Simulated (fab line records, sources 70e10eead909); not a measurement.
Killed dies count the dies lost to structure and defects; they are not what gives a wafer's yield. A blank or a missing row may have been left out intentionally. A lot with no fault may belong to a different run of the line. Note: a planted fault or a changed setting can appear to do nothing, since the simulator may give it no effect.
Matching of chambers || flow nand harc || NHARC_A_CONTACT_DESCUM_47 on rie diel-04: 4 sister chambers
The step chemistry O2, time 3 s. 14 wafers are shown with their chamber, then 7 later ones without.

## WAFERS PAIRED WITH THEIR CHAMBERS
{"wafer": "L078.1", "chamber": 0, "showerhead plenum p Torr (Torr)": 1.78, "drypump motor current A (A)": 5.8, "oes product au (a.u.)": 0.983}
{"wafer": "L078.5", "chamber": 3, "showerhead plenum p Torr (Torr)": 1.81, "drypump motor current A (A)": 6.1, "oes product au (a.u.)": 1.001}
{"wafer": "L078.6", "chamber": 2, "showerhead plenum p Torr (Torr)": 2.06, "drypump motor current A (A)": 6.3, "oes product au (a.u.)": 0.997}
{"wafer": "L082.1", "chamber": 3, "showerhead plenum p Torr (Torr)": 1.81, "drypump motor current A (A)": 6.1, "oes product au (a.u.)": 1.006}
{"wafer": "L082.4", "chamber": 1, "showerhead plenum p Torr (Torr)": 1.90, "drypump motor current A (A)": 6.6, "oes product au (a.u.)": 1.015}
{"wafer": "L082.6", "chamber": 2, "showerhead plenum p Torr (Torr)": 2.06, "drypump motor current A (A)": 6.3, "oes product au (a.u.)": 0.998}
{"wafer": "L088.2", "chamber": 3, "showerhead plenum p Torr (Torr)": 1.81, "drypump motor current A (A)": 6.1, "oes product au (a.u.)": 1.003}
{"wafer": "L088.4", "chamber": 2, "showerhead plenum p Torr (Torr)": 2.06, "drypump motor current A (A)": 6.3, "oes product au (a.u.)": 0.994}
{"wafer": "L088.5", "chamber": 3, "showerhead plenum p Torr (Torr)": 1.81, "drypump motor current A (A)": 6.1, "oes product au (a.u.)": 1.009}
{"wafer": "L085.3", "chamber": 1, "showerhead plenum p Torr (Torr)": 1.90, "drypump motor current A (A)": 6.5, "oes product au (a.u.)": 1.027}
{"wafer": "L085.5", "chamber": 3, "showerhead plenum p Torr (Torr)": 1.81, "drypump motor current A (A)": 6.2, "oes product au (a.u.)": 1.005}
{"wafer": "L085.6", "chamber": 0, "showerhead plenum p Torr (Torr)": 1.77, "drypump motor current A (A)": 5.8, "oes product au (a.u.)": 0.999}
{"wafer": "L093.2", "chamber": 1, "showerhead plenum p Torr (Torr)": 1.90, "drypump motor current A (A)": 6.5, "oes product au (a.u.)": 1.016}
{"wafer": "L093.3", "chamber": 2, "showerhead plenum p Torr (Torr)": 2.05, "drypump motor current A (A)": 6.3, "oes product au (a.u.)": 1.000}

SIGNATURES (averages over the wafers above)
{"reading": "showerhead plenum p Torr", "chamber 0": 1.7750, "chamber 1": 1.9000, "chamber 2": 2.0575, "chamber 3": 1.8100, "scatter within a chamber": 0.00354}
{"reading": "drypump motor current A", "chamber 0": 5.800, "chamber 1": 6.533, "chamber 2": 6.300, "chamber 3": 6.120, "scatter within a chamber": 0.0383}
{"reading": "oes product au", "chamber 0": 0.99100, "chamber 1": 1.01933, "chamber 2": 0.99725, "chamber 3": 1.00480, "scatter within a chamber": 0.00522}
Rule: for a wafer and a chamber, the distance is found by dividing, reading by reading, the gap between the wafer's reading and the chamber's mean by the reading's scatter, squaring, summing and taking the root. If the next closest chamber is less than 2 further off than the closest, the wafer can't be placed; otherwise it belongs to the closest. The scatter: take each reading less its chamber's mean, square it, sum over the shown wafers, divide by the number of wafers less the number of chambers, and take the root.

## WAFERS WITHOUT THEIR CHAMBER
{"wafer": "L093.6", "showerhead plenum p Torr (Torr)": 1.90, "drypump motor current A (A)": 6.5, "oes product au (a.u.)": 1.018}
{"wafer": "L096.1", "showerhead plenum p Torr (Torr)": 1.80, "drypump motor current A (A)": 6.2, "oes product au (a.u.)": 1.001}
{"wafer": "L096.2", "showerhead plenum p Torr (Torr)": 2.05, "drypump motor current A (A)": 6.3, "oes product au (a.u.)": 1.006}
{"wafer": "L096.4", "showerhead plenum p Torr (Torr)": 1.89, "drypump motor current A (A)": 6.5, "oes product au (a.u.)": 1.015}
{"wafer": "L097.2", "showerhead plenum p Torr (Torr)": 2.07, "drypump motor current A (A)": 5.8, "oes product au (a.u.)": 1.005}
{"wafer": "L097.3", "showerhead plenum p Torr (Torr)": 1.80, "drypump motor current A (A)": 6.1, "oes product au (a.u.)": 1.011}
{"wafer": "L097.4", "showerhead plenum p Torr (Torr)": 2.05, "drypump motor current A (A)": 6.3, "oes product au (a.u.)": 1.001}

## WHICH CHAMBER EACH ONE RAN IN
{"wafer": "L093.6", "from the rows above": 1, "in truth": 1}
{"wafer": "L096.1", "from the rows above": 3, "in truth": 3}
{"wafer": "L096.2", "from the rows above": 2, "in truth": 2}
{"wafer": "L096.4", "from the rows above": 1, "in truth": 1}
{"wafer": "L097.2", "from the rows above": 2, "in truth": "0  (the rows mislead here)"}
{"wafer": "L097.3", "from the rows above": 3, "in truth": 3}
{"wafer": "L097.4", "from the rows above": 2, "in truth": 2}
Correct placement for 6 of the 7. Left unplaced by these rows: 0. Number placed wrongly: 1.
